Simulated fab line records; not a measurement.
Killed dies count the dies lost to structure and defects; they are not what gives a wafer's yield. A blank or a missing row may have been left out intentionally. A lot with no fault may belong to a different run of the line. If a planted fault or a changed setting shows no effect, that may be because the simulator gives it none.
fab line records	flow nand_harc
[record] lots = 5	wafers = 15	last_day = 25
route steps=1159 shown A_BONDPAD@1067 END@1159
lots that met no fault: taken from a fault-free run of the same line
start_h: start of the lot's first displayed wafer, in hours after the record's first day	wait_h: hours elapsed since this lot's preceding step	" as in the row above	L1.1+2: one row covering several wafers at once	- value missing, or start not given	* or withheld: withheld	< > ~ a bound
route shown NAME@n: names a module that has steps shown in the file, with the first one's number in the route	usual: mean/standard deviation of fault-free wafers	same: alike in all rows	chamber/n: place in a boat	sites: each site's reading	_std_site: standard deviation of those values	_edge_site: inner sites' mean taken away from outer sites' mean	radius_mm: how far each site lies from the wafer's centre	mask NAME#n: copy n	behind: the most recent tool/chamber to have shaped the wafer	hold: why the lot went on hold/how many hours it stayed there/how the hold came to an end	device: the transistor (n, p or np) that didn't switch	end of line: the tests these same wafers got at the end of their route	step lacking rows: just its recipe	killed: not the wafer's yield, but the dies lost to structure and defects at the first sort	map: a wafer's dies, x killed, . not, _ none there
set.NAME: the run value of the setting; set.NAME@STEP: its run value at that earlier step	model.NAME: the simulator's own value behind a step, which no gauge read
lots seen at some steps along the route; tables by step, rows by wafer
services: a tool's chamber out of use, with start hour (start_h, from the record's first day; less than 0 if before it), hours out, and reason
[[steps]]
[step NHARC_A_BONDPAD_SOFTBAKE_04]
[recipe] temp_c = 125	time_s = 70
[step NHARC_A_BONDPAD_EBR_05]
[step NHARC_A_BONDPAD_EXPOSE_06]
[recipe] na = 0.55	dose_mj = 36.99	mask_id = A_BPAD
[step NHARC_A_BONDPAD_PEB_07]
[recipe] peb_temp_c = 128	peb_time_s = 80
[step NHARC_A_BONDPAD_DEVELOP_08]
[recipe] time_s = 50	dev_temp_c = 22
[step NHARC_A_BONDPAD_CD_MEAS_09]
[recipe] target_cd_nm = 500	landing_energy_ev = 500
[usual] cd_nm = 500.3/2
lot.wafer	tool	chamber	start_h	wait_h	cd_nm
L345.1	cd_sem-02	0	404.45	-	500.6
L345.5	"	0	"	"	495.8
L345.6	"	0	"	"	500.5
L354.1	cd_sem-02	0	463.15	-	498.0
L354.2	"	0	"	"	502.3
L354.3	"	0	"	"	499.2
L355.1	cd_sem-01	0	484.36	-	498.1
L355.4	"	0	"	"	496.5
L355.6	"	0	"	"	501.0
L366.3	cd_sem-01	0	541.70	-	499.1
L366.4	"	0	"	"	498.0
L366.6	"	0	"	"	497.5
L367.1	cd_sem-01	0	560.84	-	499.8
L367.4	"	0	"	"	502.7
L367.6	"	0	"	"	500.7
[step NHARC_A_BONDPAD_OVL_MEAS_35]
[usual] overlay_x_nm = -1/4.2	overlay_y_nm = 0/5.3
lot.wafer	tool	chamber	start_h	wait_h	overlay_x_nm	overlay_y_nm
L345.1	overlay-02	-	404.54	-	1	7
L345.5	"	-	"	"	1	7
L345.6	"	-	"	"	1	6
L354.1	overlay-01	-	463.24	-	-5	0
L354.2	"	-	"	"	-4	0
L354.3	"	-	"	"	-5	0
L355.1	overlay-01	-	484.45	-	-5	-2
L355.4	"	-	"	"	-5	-2
L355.6	"	-	"	"	-4	-2
L366.3	overlay-02	-	541.78	-	-6	-5
L366.4	"	-	"	"	-5	-5
L366.6	"	-	"	"	-5	-5
L367.1	overlay-01	-	560.93	-	-9	-1
L367.4	"	-	"	"	-8	-1
L367.6	"	-	"	"	-9	-1
[step NHARC_A_BONDPAD_HARDBAKE_10]
[recipe] temp_c = 118	time_s = 65
[step NHARC_A_BONDPAD_DESCUM_11]
[recipe] time_s = 3	o2_flow_sccm = 200	ar_flow_sccm = 0	bias_power_w = 0	chemistry = O2
[usual] drypump_motor_current_A = 5.7/0.32	oes_product_au = 1.006/0.012	rf_vpp_V = 58.0/0.79	showerhead_plenum_p_Torr = 1.96/0.069	throttle_valve_pct = 11.311/0.0098
lot.wafer	tool	chamber	start_h	wait_h	drypump_motor_current_A	oes_product_au	rf_hours_counter_h	rf_vpp_V	showerhead_plenum_p_Torr	throttle_valve_pct
L345.1	rie_diel-13	3	404.68	-	5.6	1.032	5	58.4	2.04	11.330
L345.5	"	3	"	"	5.6	1.024	-	58.0	2.04	11.296
L345.6	"	0	"	"	5.7	1.018	-	57.6	1.93	11.306
L354.3	rie_diel-13	3	463.37	-	5.6	1.004	0	59.6	2.04	11.322
L354.2	"	0	"	"	5.7	1.007	0	59.4	1.93	11.322
L354.1	"	2	"	"	5.5	1.003	0	57.3	1.95	11.302
L355.1	rie_diel-09	3	484.59	-	6.2	1.016	16	58.3	2.03	11.313
L355.4	"	0	"	"	5.6	0.996	16	58.3	1.79	11.306
L355.6	"	3	"	"	6.2	1.004	-	58.5	2.03	11.303
L366.4	rie_diel-09	3	541.91	-	6.2	1.010	36	58.7	2.02	11.310
L366.3	"	0	"	"	5.5	0.990	34	57.7	1.79	11.318
L366.6	"	2	"	"	5.6	1.006	-	57.9	1.91	11.312
L367.4	rie_diel-09	0	561.05	-	5.6	0.984	39	58.9	1.78	11.312
L367.1	"	1	"	"	5.2	0.993	41	58.1	1.98	11.321
L367.6	"	0	"	"	5.5	0.978	-	57.6	1.78	11.307
[step NHARC_A_BONDPAD_ETCH_34]
[recipe] target_depth_a = 600	overetch_a = 180	time_s = 65.91	ion_energy_ev = 200	n2_flow_sccm = 150	h2_flow_sccm = 150	ar_flow_sccm = 0	rf_w = 400	bias_w = 150	chemistry = N2/H2
[usual] drypump_motor_current_A = 5.7/0.32	oes_product_au = 1.005/0.011	rf_vpp_V = 432.0/2.3	showerhead_plenum_p_Torr = 2.09/0.078	throttle_valve_pct = 14.172/0.0086
lot.wafer	tool	chamber	start_h	wait_h	drypump_motor_current_A	oes_product_au	rf_hours_counter_h	rf_vpp_V	showerhead_plenum_p_Torr	throttle_valve_pct
L345.1	rie_diel-13	2	404.78	0.1	5.5	0.996	4	432.1	2.08	14.168
L345.5	"	2	"	"	5.5	1.011	-	431.6	2.08	14.180
L345.6	"	0	"	"	5.7	1.017	-	432.1	2.06	14.171
L354.1	rie_diel-13	0	463.45	0.1	5.7	1.010	0	430.8	2.06	14.155
L354.2	"	1	"	"	6.2	1.007	0	433.5	2.12	14.161
L354.3	"	2	"	"	5.5	1.000	0	430.9	2.08	14.155
L355.1	rie_diel-09	0	484.66	0.1	5.6	1.002	16	427.2	1.91	14.176
L355.4	"	2	"	"	5.6	1.008	15	431.8	2.04	14.170
L355.6	"	1	"	"	5.2	0.978	-	432.6	2.12	14.172
L366.4	rie_diel-09	0	541.99	0.1	5.6	0.988	34	427.5	1.90	14.184
L366.3	"	1	"	"	5.2	0.983	35	432.8	2.11	14.173
L366.6	"	0	"	"	5.5	0.989	-	427.3	1.90	14.167
L367.4	rie_diel-09	0	561.14	0.1	5.6	0.982	39	427.8	1.90	14.154
L367.1	"	1	"	"	5.2	0.999	41	432.3	2.11	14.175
L367.6	"	3	"	"	6.2	1.008	-	434.1	2.16	14.173
[step NHARC_A_BONDPAD_ETCH_12]
[recipe] target_depth_a = 2200	time_s = 110	chf3_flow_sccm = 50	o2_flow_sccm = 10	ar_flow_sccm = 200	rf_w = 500	bias_w = 200	chemistry = CHF3/O2
[usual] chf3_flow_sccm = 49.99/0.14	drypump_motor_current_A = 5.7/0.32	oes_product_au = 0.955/0.023	rf_vpp_V = 371.7/2	showerhead_plenum_p_Torr = 2.46/0.083	throttle_valve_pct = 20.571/0.0086
lot.wafer	tool	chamber	start_h	wait_h	chf3_flow_sccm	drypump_motor_current_A	oes_product_au	rf_hours_counter_h	rf_vpp_V	showerhead_plenum_p_Torr	throttle_valve_pct
L345.1	rie_diel-13	3	-	-	49.94	5.6	0.984	5	373.3	2.56	20.562
L345.5	"	2	"	"	50.01	5.5	0.958	-	370.4	2.45	20.585
L345.6	"	0	"	"	50.15	5.7	0.983	-	368.4	2.42	20.560
L354.3	rie_diel-13	1	-	-	49.97	6.2	0.974	0	371.7	2.49	20.546
L354.2	"	2	"	"	50.00	5.5	0.962	0	371.0	2.45	20.564
L354.1	"	3	"	"	50.11	5.6	0.967	0	373.8	2.56	20.575
L355.1	rie_diel-09	1	-	-	49.86	5.2	0.923	16	373.1	2.49	20.570
L355.4	"	2	"	"	49.62	5.6	0.938	15	371.5	2.40	20.581
L355.6	"	1	"	"	49.98	5.2	0.922	-	372.7	2.49	20.563
L366.3	rie_diel-09	3	-	-	50.01	6.2	0.929	36	373.3	2.53	20.581
L366.4	"	1	"	"	50.23	5.2	0.913	35	372.5	2.48	20.578
L366.6	"	3	"	"	50.13	6.2	0.932	-	372.8	2.53	20.572
L367.1	rie_diel-09	1	-	-	50.06	5.2	0.916	41	372.9	2.48	20.568
L367.4	"	2	"	"	50.11	5.6	0.936	42	371.5	2.39	20.558
L367.6	"	2	"	"	50.04	5.6	0.931	-	369.7	2.39	20.582
[step NHARC_A_BONDPAD_CD_MEAS_13]
[usual] cd_nm = 499.9/2.1
lot.wafer	tool	chamber	start_h	wait_h	cd_nm
L345.1	cd_sem-01	-	405.04	-	500.7
L345.5	"	-	"	"	495.4
L345.6	"	-	"	"	500.2
L354.1	cd_sem-01	-	463.68	-	498.9
L354.2	"	-	"	"	502.2
L354.3	"	-	"	"	498.4
L355.1	cd_sem-01	-	484.90	-	496.4
L355.4	"	-	"	"	495.7
L355.6	"	-	"	"	499.4
L366.3	cd_sem-02	-	542.23	-	497.4
L366.4	"	-	"	"	496.5
L366.6	"	-	"	"	496.3
L367.1	cd_sem-02	-	561.37	-	500.1
L367.4	"	-	"	"	501.5
L367.6	"	-	"	"	499.4
[step NHARC_A_BONDPAD_STRIP_15]
[recipe] o2_flow_sccm = 500	ar_flow_sccm = 0	bias_w = 0	chemistry = O2
[usual] chamber_pressure_mTorr = 60.00/0.056	drypump_motor_current_A = 5.8/0.33	oes_product_au = 1.005/0.011	rf_vpp_V = 58.0/0.85	showerhead_plenum_p_Torr = 3.62/0.1	throttle_valve_pct = 17.035/0.0087
lot.wafer	tool	chamber	start_h	wait_h	chamber_pressure_mTorr	drypump_motor_current_A	oes_product_au	rf_hours_counter_h	rf_vpp_V	showerhead_plenum_p_Torr	throttle_valve_pct
L345.1	rie_diel-13	3	405.13	0.1	59.99	5.7	1.019	5	59.3	3.75	17.040
L345.5	"	2	"	"	59.95	5.5	1.002	-	57.6	3.60	17.027
L345.6	"	3	"	"	60.05	5.6	1.024	-	59.0	3.75	17.034
L354.2	rie_diel-13	3	463.76	0.1	60.06	5.6	1.010	0	57.7	3.75	17.034
L354.3	"	0	"	"	60.03	5.7	1.018	0	57.9	3.55	17.031
L354.1	"	1	"	"	59.97	6.2	0.999	0	56.2	3.65	17.041
L355.1	rie_diel-13	1	484.98	0.1	59.98	6.2	1.004	1	57.0	3.65	17.031
L355.4	"	2	"	"	43.27	5.5	0.994	1	58.7	3.60	17.046
L355.6	"	2	"	"	43.28	5.5	0.997	-	57.3	3.60	17.023
L366.3	rie_diel-10	3	542.30	0.1	60.03	5.5	0.996	0	57.5	3.54	17.026
L366.4	"	0	"	"	59.92	5.7	1.002	0	58.1	3.73	17.037
L366.6	"	3	"	"	59.94	5.5	0.995	-	57.8	3.54	17.047
L367.1	rie_diel-09	0	561.44	0.1	60.01	5.6	0.987	39	59.5	3.31	17.024
L367.4	"	3	"	"	60.06	6.2	1.005	41	58.0	3.71	17.036
L367.6	"	0	"	"	60.06	5.6	0.980	-	56.6	3.31	17.037
[step NHARC_A_BONDPAD_ETCH_24]
[recipe] target_depth_a = 300	over_etch_frac = 0.3	time_s = 72.99	ion_energy_ev = 150	cf4_flow_sccm = 50	n2_flow_sccm = 100	ar_flow_sccm = 150	rf_w = 300	bias_w = 100	chemistry = CF4/N2
[usual] drypump_motor_current_A = 5.8/0.33	oes_product_au = 1.006/0.01	rf_vpp_V = 315.2/1.6	showerhead_plenum_p_Torr = 2.69/0.08	throttle_valve_pct = 19.795/0.0083
lot.wafer	tool	chamber	start_h	wait_h	drypump_motor_current_A	oes_product_au	rf_hours_counter_h	rf_vpp_V	showerhead_plenum_p_Torr	throttle_valve_pct
L345.1	rie_diel-13	2	405.31	0.2	5.5	0.990	5	314.4	2.68	19.794
L345.5	"	3	"	"	5.6	1.016	-	315.7	2.80	19.784
L345.6	"	2	"	"	5.5	0.996	-	314.6	2.68	19.788
L354.3	rie_diel-13	1	-	-	6.2	1.004	0	315.4	2.72	19.783
L354.2	"	3	"	"	5.6	1.005	0	316.7	2.80	19.805
L354.1	"	0	"	"	5.7	1.010	0	314.8	2.64	19.791
L355.4	rie_diel-13	1	-	-	6.2	1.008	1	316.1	2.72	19.776
L355.1	"	3	"	"	5.6	1.018	1	316.4	2.80	19.789
L355.6	"	1	"	"	6.2	1.019	-	316.0	2.72	19.793
L366.4	rie_diel-10	3	-	-	5.5	0.979	0	313.9	2.63	19.799
L366.3	"	0	"	"	5.7	0.994	0	316.1	2.78	19.786
L366.6	"	3	"	"	5.5	0.994	-	315.8	2.63	19.802
L367.4	rie_diel-09	0	-	-	5.5	0.992	39	311.1	2.46	19.797
L367.1	"	2	"	"	5.6	1.001	42	313.6	2.62	19.785
L367.6	"	0	"	"	5.5	0.988	-	311.1	2.46	19.794
[step NHARC_END_SORT_01]
[recipe] temp_c = 25
[usual] defect_limited_yield = 95.7/1.6	killed_at_array = 25/9.7	killed_at_other = 0.7/0.87	killed_at_periphery = 3.3/2.3	killed_dies = 29/11	killed_open = 3.6/2.1	killed_short = 2.3/1.7	sort_bin_2_pct = 1.4/0.62	sort_bin_3_pct = 0.25/0.21	sort_bin_4_pct = 2.7/1	sort_n_pass = 648/11	sort_rim_yield_pct = 94/3.2	sort_yield_pct = 95.7/1.6
[same] gross_dies = 677	sort_bin_5_pct[%] = 0	sort_bin_6_pct[%] = 0	sort_bin_7_pct[%] = 0	sort_bin_8_pct[%] = 0	sort_rim_n_gross = 106.00
lot.wafer	tool	chamber	start_h	wait_h	defect_limited_yield[%]	killed_at_array	killed_at_other	killed_at_periphery	killed_dies	killed_open	killed_short	sort_bin_2_pct[%]	sort_bin_3_pct[%]	sort_bin_4_pct[%]	sort_n_pass	sort_rim_yield_pct[%]	sort_yield_pct[%]
L345.1	prober-02	0	442.23	2.5	95.6	26	2	2	30	7	0	1.3	0.44	2.7	647	91	95.6
L345.5	prober-02	0	445.44	3.7	95.6	28	0	2	30	2	3	1.6	0.15	2.7	647	89	95.6
L345.6	prober-02	0	446.24	4.0	96.8	20	2	0	22	1	0	1.0	0	2.2	655	93	96.8
L354.1	prober-02	0	493.96	2.5	94.1	33	0	7	40	6	0	1.2	0.30	4.4	637	90	94.1
L354.2	prober-02	0	494.76	2.8	92.9	36	1	11	48	6	2	2.1	0.30	4.7	629	90	92.9
L354.3	prober-02	0	495.56	3.1	94.2	31	0	8	39	5	2	1.8	0.15	3.8	638	91	94.2
L355.1	prober-02	0	522.31	2.5	96.0	23	1	3	27	2	0	1.5	0.15	2.4	650	96	96.0
L355.4	prober-02	0	524.74	3.4	95.0	31	0	3	34	2	3	1.3	0.15	3.5	643	93	95.0
L355.6	prober-02	0	526.36	4.0	96.6	21	0	2	23	2	2	0.9	0.44	2.1	654	95	96.6
L366.3	prober-01	0	584.14	3.1	96.8	19	2	1	22	2	3	1.3	0.15	1.8	655	95	96.8
L366.4	prober-01	0	584.93	3.4	96.8	17	2	3	22	2	2	0.9	0.44	1.9	655	95	96.8
L366.6	prober-01	0	586.51	3.9	96.5	21	1	2	24	1	2	1.0	0.44	2.1	653	95	96.5
L367.1	prober-01	0	590.34	2.5	94.1	36	1	3	40	5	2	2.1	0.74	3.1	637	94	94.1
L367.4	prober-01	0	592.73	3.4	93.9	35	1	5	41	5	1	2.1	0.59	3.4	636	92	93.9
L367.6	prober-01	0	594.32	4.0	93.9	36	1	4	41	2	0	2.4	0	3.7	636	89	93.9
// killed by level:class
L345.1 A_CHANNEL_HOLE_D1:chamber_film_flake=10 A_SLIT:chamber_film_flake=8 A_CONTACT:geometric_particle:open=3 A_ONON_D1:geometric_particle:open=2 A_STAIRCASE:chamber_film_flake=2 THIN_TSV:chamber_film_flake=2 P_STI:geometric_particle:open=1 A_WL_FILL:geometric_particle:open=1
L345.5 A_SLIT:chamber_film_flake=11 A_CHANNEL_HOLE_D1:chamber_film_flake=9 A_CONTACT:chamber_film_flake=3 P_CONTACT:geometric_particle:short=1 P_M1:geometric_particle:open=1 A_CHANNEL_FILL_D1:geometric_particle:open=1 A_CONTACT:geometric_particle:short=1 A_M1:geometric_particle:short=1
L345.6 A_CHANNEL_HOLE_D1:chamber_film_flake=9 A_SLIT:chamber_film_flake=9 THIN_TSV:chamber_film_flake=2 A_M0:geometric_particle:open=1 A_CONTACT:chamber_film_flake=1
L354.1 A_SLIT:chamber_film_flake=13 A_CHANNEL_HOLE_D1:chamber_film_flake=11 A_CONTACT:geometric_particle:open=3 P_CONTACT:chamber_film_flake=3 P_M2:chamber_film_flake=2 P_M0:geometric_particle:open=1 A_CHANNEL_FILL_D1:geometric_particle:open=1 A_M0:geometric_particle:open=1
L354.2 A_CHANNEL_HOLE_D1:chamber_film_flake=14 A_SLIT:chamber_film_flake=14 P_CONTACT:chamber_film_flake=3 P_M0:geometric_particle:open=2 P_M2:chamber_film_flake=2 A_CONTACT:chamber_film_flake=2 P_CONTACT:geometric_particle:short=1 P_CONTACT:geometric_particle:open=1
L354.3 A_CHANNEL_HOLE_D1:chamber_film_flake=10 A_SLIT:chamber_film_flake=10 P_CONTACT:chamber_film_flake=4 A_CONTACT:chamber_film_flake=3 P_M0:geometric_particle:open=2 A_ONON_D1:geometric_particle:open=1 A_SGD_CUT:geometric_particle:open=1 A_SGD_CUT:geometric_particle:short=1
L355.1 A_CHANNEL_HOLE_D1:chamber_film_flake=13 A_STAIRCASE:chamber_film_flake=6 A_CONTACT:chamber_film_flake=3 P_STI:chamber_film_flake=2 P_M0:geometric_particle:open=1 A_CONTACT:geometric_particle:open=1 THIN_TSV:chamber_film_flake=1
L355.4 A_CHANNEL_HOLE_D1:chamber_film_flake=15 A_CONTACT:chamber_film_flake=11 A_STAIRCASE:chamber_film_flake=3 P_GATE:geometric_particle:short=1 P_CONTACT:geometric_particle:open=1 P_M0:geometric_particle:short=1 A_CONTACT:geometric_particle:open=1 A_BLC:geometric_particle:short=1
L355.6 A_CHANNEL_HOLE_D1:chamber_film_flake=12 A_STAIRCASE:chamber_film_flake=5 A_CONTACT:chamber_film_flake=2 P_GATE:geometric_particle:open=1 P_CONTACT:geometric_particle:short=1 A_CHANNEL_HOLE_D1:geometric_particle:open=1 A_SLIT:geometric_particle:short=1
L366.3 A_CHANNEL_HOLE_D1:chamber_film_flake=6 A_CONTACT:chamber_film_flake=5 A_STAIRCASE:chamber_film_flake=2 A_SLIT:chamber_film_flake=2 P_M0:geometric_particle:open=1 A_ONON_D1:geometric_particle:short=1 A_CHANNEL_FILL_D1:geometric_particle:short=1 A_BLC:geometric_particle:open=1
L366.4 A_CHANNEL_HOLE_D1:chamber_film_flake=9 A_CONTACT:chamber_film_flake=3 P_STI:chamber_film_flake=2 P_M1:geometric_particle:open=1 A_ONON_D1:geometric_particle:short=1 A_WL_FILL:geometric_particle:short=1 STARTING-WAFER:geometric_particle:open=1 A_STAIRCASE:chamber_film_flake=1
L366.6 A_CHANNEL_HOLE_D1:chamber_film_flake=8 A_CHANNEL_FILL_D1:chamber_film_flake=3 A_STAIRCASE:chamber_film_flake=3 A_ZERO_WELL:chamber_film_flake=2 A_CONTACT:chamber_film_flake=2 P_GATE:geometric_particle:open=1 A_CONTACT:geometric_particle:short=1 A_BLC:geometric_particle:short=1
L367.1 A_SLIT:chamber_film_flake=17 A_CONTACT:chamber_film_flake=6 A_CHANNEL_HOLE_D1:chamber_film_flake=4 A_BLC:geometric_particle:open=3 P_M2:chamber_film_flake=2 A_STAIRCASE:chamber_film_flake=2 P_CONTACT:geometric_particle:open=1 A_SOURCE_PLATE:geometric_particle:short=1
L367.4 A_SLIT:chamber_film_flake=19 A_CHANNEL_HOLE_D1:chamber_film_flake=6 A_STAIRCASE:chamber_film_flake=4 A_SGD_CUT:geometric_particle:open=2 P_M0:chamber_film_flake=2 P_M2:chamber_film_flake=2 P_GATE:geometric_particle:open=1 A_CHANNEL_FILL_D1:geometric_particle:open=1
L367.6 A_CHANNEL_HOLE_D1:chamber_film_flake=15 A_SLIT:chamber_film_flake=11 A_CONTACT:chamber_film_flake=6 A_STAIRCASE:chamber_film_flake=3 P_M2:chamber_film_flake=2 P_M0:geometric_particle:open=1 A_ONON_D1:geometric_particle:open=1 P_GATE:chamber_film_flake=1
[[services]]
tool	chamber	start_h	hours	kind
rie_diel-13	0	383.00	-	clean
rie_diel-13	1	383.00	-	clean
rie_diel-13	2	383.00	-	clean
rie_diel-13	3	383.00	-	clean
rie_diel-09	2	401.69	12.6	repair
rie_diel-13	1	403.71	2.0	repair
rie_diel-13	0	407.50	-	clean
rie_diel-13	1	407.50	-	clean
rie_diel-13	2	407.50	-	clean
rie_diel-13	3	407.50	-	clean
rie_diel-09	2	428.25	14.1	repair
rie_diel-09	-	431.26	9.0	pm
rie_diel-13	0	432.00	-	clean
rie_diel-13	1	432.00	-	clean
rie_diel-13	2	432.00	-	clean
rie_diel-13	3	432.00	-	clean
rie_diel-13	-	453.00	9.0	pm
rie_diel-13	0	453.00	9.0	vent_cycle
rie_diel-09	3	453.44	1.9	repair
rie_diel-09	-	461.79	0.3	repair
rie_diel-10	2	462.02	18.7	repair
rie_diel-13	0	498.31	4.2	repair
rie_diel-10	-	530.58	9.0	pm
rie_diel-10	-	541.71	0.2	repair
[[key]]
[first_sign] step = NHARC_A_BONDPAD_STRIP_15	reading = chamber_pressure_mTorr	direction = down	sigmas = 99+	usual = 60.00	struck = 43.28
effect none on later readings
met_at NHARC_A_BONDPAD_STRIP_15
struck_wafers L355.4,L355.6
onset_between 405.13 484.98
[fault] kind = process_parameter_drift	tool = rie_diel-13	chamber = 2	onset_h = 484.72	steps = NHARC_A_BONDPAD_STRIP_15	channel = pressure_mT	offset = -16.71	shape = step	end_h = 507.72	acts_in = these_recipes_only	stated = 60
